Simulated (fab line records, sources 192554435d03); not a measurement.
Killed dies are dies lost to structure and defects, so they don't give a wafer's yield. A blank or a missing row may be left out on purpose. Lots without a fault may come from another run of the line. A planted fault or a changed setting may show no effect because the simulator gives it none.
fab line records | flow n5_finfet
record lots=12 wafers=36 last_day=19
route steps=1938 shown BEOL_M4@1110 BEOL_M5@1115
lots that met no fault: from a run of the same line without faults
start_h: hours from the record's first day to the start of the lot's first wafer shown | wait_h: hours since the lot's step before | " the same as in the row above | L1.1+2: a row that stands for several wafers | - no value, or no start given | * or withheld: withheld | < > ~ a bound
route shown NAME@n: a module of which the file shows steps, and the number in the route of the first | usual: mean/standard deviation of fault-free wafers | same: alike in all rows | chamber/n: place in a boat | sites: the reading at each site | _std_site: their standard deviation | _edge_site: outer sites' mean less inner sites' | radius_mm: how far each site lies from the wafer's centre | mask NAME#n: copy n | behind: the tool/chamber that last shaped the wafer | hold: why the lot was held/for how many hours/how that ended | device: the transistor (n, p or np) that didn't switch | end of line: the same wafers' tests at the end of the route | a step without rows: its recipe alone | killed: dies lost to structure and defects at the first sort, not the wafer's yield | map: a wafer's dies, x killed, . not, _ none there
set.NAME: the setting as run; set.NAME@STEP: as run at that earlier step | model.NAME: the simulator's own value behind a step, which no gauge read
steps of the route over a sample of lots; a table a step, a row a wafer
services: from which hour (start_h, from the record's first day; less than 0 if before it) a tool's chamber was out of use, for how many hours, and why
## steps
# step N5_BEOL_M4_INSPECT_59
# recipe inspect_instrument=darkfield mode=post_dep
# usual raw_defect_count=71/26
# columns lot.wafer tool chamber start_h wait_h raw_defect_count
L335.2 defect_inspect-01 - 198.29 0.0 70
L335.3 " - " " 49
L335.5 " - " " 51
L336.2 defect_inspect-02 - 202.13 0.0 34
L336.4 " - " " 45
L336.6 " - " " 49
L342.2 defect_inspect-01 - 234.34 0.0 72
L342.3 " - " " 90
L342.5 " - " " 66
L343.1 defect_inspect-01 - 241.94 0.0 77
L343.3 " - " " 81
L343.4 " - " " 57
L348.1 defect_inspect-01 - 274.99 0.0 61
L348.2 " - " " 63
L348.5 " - " " 64
L350.2 defect_inspect-02 - 280.11 0.0 71
L350.3 " - " " 48
L350.4 " - " " 37
L352.2 defect_inspect-01 - 301.29 0.0 88
L352.5 " - " " 51
L352.6 " - " " 62
L353.1 defect_inspect-02 - 306.07 0.0 53
L353.5 " - " " 46
L353.6 " - " " 39
L355.2 defect_inspect-02 - 315.30 0.0 150
L355.5 " - " " 98
L355.6 " - " " 139
L356.2 defect_inspect-02 - 317.46 0.0 61
L356.5 " - " " 78
L356.6 " - " " 75
L357.1 defect_inspect-01 - 327.67 0.0 73
L357.3 " - " " 62
L357.4 " - " " 75
L358.2 defect_inspect-01 - 342.16 0.0 44
L358.3 " - " " 91
L358.5 " - " " 49
# step N5_BEOL_M5_PECVD_70
# recipe material=SiO2 target_thk_a=160 temp_c=400 precursor=TEOS/O2 pressure_torr=5.5 rf_w=450 teos_flow_sccm=53.8 gas=O2 flow_sccm=3000 time_s=18
# usual heater_power_w=752/110 showerhead_plenum_p_Torr=8.81/0.066 throttle_valve_pct=23.0/0.91
# columns lot.wafer tool chamber start_h wait_h heater_power_w showerhead_plenum_p_Torr throttle_valve_pct
L335.2 pecvd-03 1 199.88 0.0 647 8.75 23.0
L335.3 " 0 " " 671 8.85 22.9
L335.5 " 1 " " 672 8.74 22.8
L336.2 pecvd-01 0 204.23 0.0 895 8.84 23.3
L336.4 " 1 " " 551 8.78 24.7
L336.6 " 0 " " 902 8.86 22.9
L342.2 pecvd-02 0 235.94 0.0 629 8.77 22.1
L342.3 " 1 " " 851 8.81 21.6
L342.5 " 2 " " 595 8.77 21.3
L343.1 pecvd-02 0 244.01 0.0 728 8.79 22.0
L343.3 " 1 " " 874 8.78 21.6
L343.4 " 2 " " 601 8.80 21.4
L348.1 pecvd-01 2 277.06 0.0 947 8.94 23.6
L348.2 " 1 " " 671 8.79 24.6
L348.5 " 0 " " 890 8.87 23.2
L350.2 pecvd-01 0 282.39 0.0 852 8.86 23.1
L350.3 " 2 " " 1000 8.93 23.7
L350.4 " 0 " " 830 8.86 23.3
L352.2 pecvd-03 0 302.88 0.0 759 8.85 23.0
L352.5 " 0 " " 774 8.84 23.1
L352.6 " 1 " " 762 8.71 23.2
L353.1 pecvd-03 0 308.15 0.0 709 8.83 23.2
L353.5 " 0 " " 707 8.84 23.0
L353.6 " 1 " " 732 8.71 22.9
L355.2 pecvd-03 2 316.90 0.0 723 8.74 21.9
L355.5 " 2 " " 724 8.75 22.3
L355.6 " 0 " " 666 8.82 22.7
L356.2 pecvd-03 1 319.54 0.0 790 8.73 23.2
L356.5 " 2 " " 689 8.73 22.3
L356.6 " 1 " " 778 8.74 23.1
L357.1 pecvd-03 1 329.75 0.0 771 8.76 23.1
L357.3 " 2 " " 694 8.75 22.3
L357.4 " 0 " " 705 8.83 23.0
L358.2 pecvd-03 0 343.75 0.0 674 8.84 22.9
L358.3 " 2 " " 776 8.79 22.2
L358.5 " 1 " " 642 8.73 23.0
# step N5_BEOL_M5_COAT_74
# recipe resist=underlayer temp_c=205 time_s=60 spin_rpm=1500 resist_thk_nm=5
# usual spin_speed_rpm=1500.1/1
# columns lot.wafer tool chamber start_h wait_h spin_speed_rpm
L335.2 litho_track-03 0 202.57 - 1500.0
L335.3 " 0 " " 1499.7
L335.5 " 0 " " 1498.2
L336.2 litho_track-01 0 206.32 - 1500.3
L336.4 " 0 " " 1498.6
L336.6 " 0 " " 1499.7
L342.2 litho_track-03 0 238.35 - 1610.0
L342.3 " 0 " " 1610.3
L342.5 " 0 " " 1610.6
L343.1 litho_track-03 0 248.72 - 1610.6
L343.3 " 0 " " 1611.5
L343.4 " 0 " " 1609.8
L348.1 litho_track-03 0 278.99 - 1612.0
L348.2 " 0 " " 1610.8
L348.5 " 0 " " 1609.0
L350.2 litho_track-01 0 288.07 - 1499.9
L350.3 " 0 " " 1503.1
L350.4 " 0 " " 1500.7
L352.2 litho_track-04 0 306.19 - 1501.0
L352.5 " 0 " " 1500.8
L352.6 " 0 " " 1501.8
L353.1 litho_track-04 0 309.49 - 1499.8
L353.5 " 0 " " 1499.3
L353.6 " 0 " " 1498.6
L355.2 litho_track-01 0 318.04 - 1500.5
L355.5 " 0 " " 1497.5
L355.6 " 0 " " 1501.3
L356.2 litho_track-01 0 322.20 - 1499.9
L356.5 " 0 " " 1499.6
L356.6 " 0 " " 1500.1
L357.1 litho_track-03 0 333.92 - 1500.7
L357.3 " 0 " " 1501.9
L357.4 " 0 " " 1500.0
L358.2 litho_track-04 0 345.65 - 1500.2
L358.3 " 0 " " 1500.0
L358.5 " 0 " " 1499.6
# step N5_BEOL_M5_OVL_MEAS_29
# recipe points_per_wafer=522
# usual V4_OVL=0.1/0.8
# columns lot.wafer tool chamber start_h wait_h V4_OVL[nm]
L335.2 overlay-02 0 203.00 0.0 -0.4
L335.3 " 0 " " 1.1
L335.5 " 0 " " 0.7
L336.2 overlay-02 0 206.63 0.0 0.1
L336.4 " 0 " " 1.3
L336.6 " 0 " " 0.3
L342.2 overlay-01 0 238.66 0.0 0.7
L342.3 " 0 " " 0.3
L342.5 " 0 " " 0.3
L343.1 overlay-01 0 249.10 0.0 1.6
L343.3 " 0 " " 1.3
L343.4 " 0 " " 1.4
L348.1 overlay-02 0 279.42 0.0 0.2
L348.2 " 0 " " 0.5
L348.5 " 0 " " -0.3
L350.2 overlay-01 0 288.40 0.1 0.8
L350.3 " 0 " " -0.1
L350.4 " 0 " " 1.1
L352.2 overlay-02 0 306.63 0.0 0.4
L352.5 " 0 " " 0.5
L352.6 " 0 " " 0.8
L353.1 overlay-01 0 309.92 0.0 -0.4
L353.5 " 0 " " -0.1
L353.6 " 0 " " -0.1
L355.2 overlay-02 0 318.34 0.0 -1.2
L355.5 " 0 " " -1.3
L355.6 " 0 " " -0.9
L356.2 overlay-01 0 322.63 0.0 -0.4
L356.5 " 0 " " -1.2
L356.6 " 0 " " -0.2
L357.1 overlay-01 0 334.22 0.0 1.0
L357.3 " 0 " " 0.9
L357.4 " 0 " " 1.7
L358.2 overlay-01 0 346.08 0.0 0.2
L358.3 " 0 " " -0.1
L358.5 " 0 " " 0.5
## services
# columns tool chamber start_h hours kind
pecvd-01 1 179.52 2.1 scheduled_down
pecvd-03 2 179.72 4.0 repair
pecvd-02 2 202.38 - clean
pecvd-02 2 202.38 - consumable_replace:showerhead
pecvd-02 2 202.38 29.0 scheduled_down
pecvd-02 2 202.38 29.0 vent_cycle
pecvd-03 - 214.46 1.7 repair
pecvd-03 - 225.74 3.7 repair
pecvd-01 0 227.89 4.0 repair
pecvd-03 0 253.56 2.1 scheduled_down
pecvd-01 - 274.98 0.7 repair
litho_track-01 - 275.78 - consumable_replace:filter
pecvd-02 - 307.15 0.7 repair
litho_track-03 - 311.52 - consumable_replace:filter
litho_track-01 - 334.29 - consumable_replace:filter
## key
first_sign step=N5_BEOL_M5_COAT_74 reading=spin_speed_rpm direction=up sigmas=99+ usual=* struck=*
effect none on later readings
met_at N5_BEOL_M5_COAT_74
struck_lots L342,L343,L348
not_acting_at N5_BEOL_M4_INSPECT_59,N5_BEOL_M5_PECVD_70,N5_BEOL_M5_OVL_MEAS_29
onset_between 202.57 238.35
fault kind=process_parameter_drift tool=litho_track-03 chamber=- onset_h=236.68 steps=N5_BEOL_M5_COAT_74 channel=spin_rpm offset=* shape=step end_h=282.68 acts_in=* stated=*
